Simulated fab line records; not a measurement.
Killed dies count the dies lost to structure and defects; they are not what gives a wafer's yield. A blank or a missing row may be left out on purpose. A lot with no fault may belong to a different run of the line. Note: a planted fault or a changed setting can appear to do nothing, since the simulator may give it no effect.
Chamber matching / flow nand-harc / NHARC_A_STAIRCASE_ETCH_253 on rie-diel-12: 4 sister chambers
The step etches the open film in C4F8/O2, target depth 50 nm, time 20.2 s. 4 wafers are shown with their chamber, then 12 later ones without.

## EACH WAFER AND ITS CHAMBER
wafer=L089.3; chamber=3; rf-vpp-V (V)=902
wafer=L091.1; chamber=1; rf-vpp-V (V)=892
wafer=L090.1; chamber=0; rf-vpp-V (V)=893
wafer=L090.6; chamber=2; rf-vpp-V (V)=901

## WAFERS WITH NO CHAMBER GIVEN
wafer=L095.1; rf-vpp-V (V)=892
wafer=L095.2; rf-vpp-V (V)=903
wafer=L095.4; rf-vpp-V (V)=902
wafer=L094.3; rf-vpp-V (V)=891
wafer=L094.4; rf-vpp-V (V)=892
wafer=L094.5; rf-vpp-V (V)=893
wafer=L097.1; rf-vpp-V (V)=893
wafer=L097.5; rf-vpp-V (V)=902
wafer=L097.6; rf-vpp-V (V)=892
wafer=L096.3; rf-vpp-V (V)=894
wafer=L096.5; rf-vpp-V (V)=903
wafer=L096.6; rf-vpp-V (V)=901

## CHAMBER TAKEN BY EACH
wafer=L095.1; from the rows above=can't be placed: 1 or 0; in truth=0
wafer=L095.2; from the rows above=can't be placed: 3 or 2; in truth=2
wafer=L095.4; from the rows above=can't be placed: 3 or 2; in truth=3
wafer=L094.3; from the rows above=can't be placed: 1 or 0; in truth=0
wafer=L094.4; from the rows above=can't be placed: 1 or 0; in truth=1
wafer=L094.5; from the rows above=can't be placed: 0 or 1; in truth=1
wafer=L097.1; from the rows above=can't be placed: 0 or 1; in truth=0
wafer=L097.5; from the rows above=can't be placed: 3 or 2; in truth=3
wafer=L097.6; from the rows above=can't be placed: 1 or 0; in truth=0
wafer=L096.3; from the rows above=can't be placed: 0 or 1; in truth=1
wafer=L096.5; from the rows above=can't be placed: 3 or 2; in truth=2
wafer=L096.6; from the rows above=can't be placed: 2 or 3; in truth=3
Correctly placed: 0 of 12. From these rows, 12 cannot be placed; in 12 the true chamber is one of the candidates. 0 placed wrongly.
How it was worked out, from the rows above alone: a wafer's distance from a chamber is the root of the sum, over the readings, of the square of ((its reading less the chamber's mean) divided by the reading's scatter). The wafer belongs to the nearest chamber; if the next one is less than 2 further off, it can't be placed. For every chamber, the mean is computed from those of its wafers that are shown. The scatter: with one shown wafer a chamber, the root of the mean of the squares of how far each hidden wafer lies from its nearest shown one.
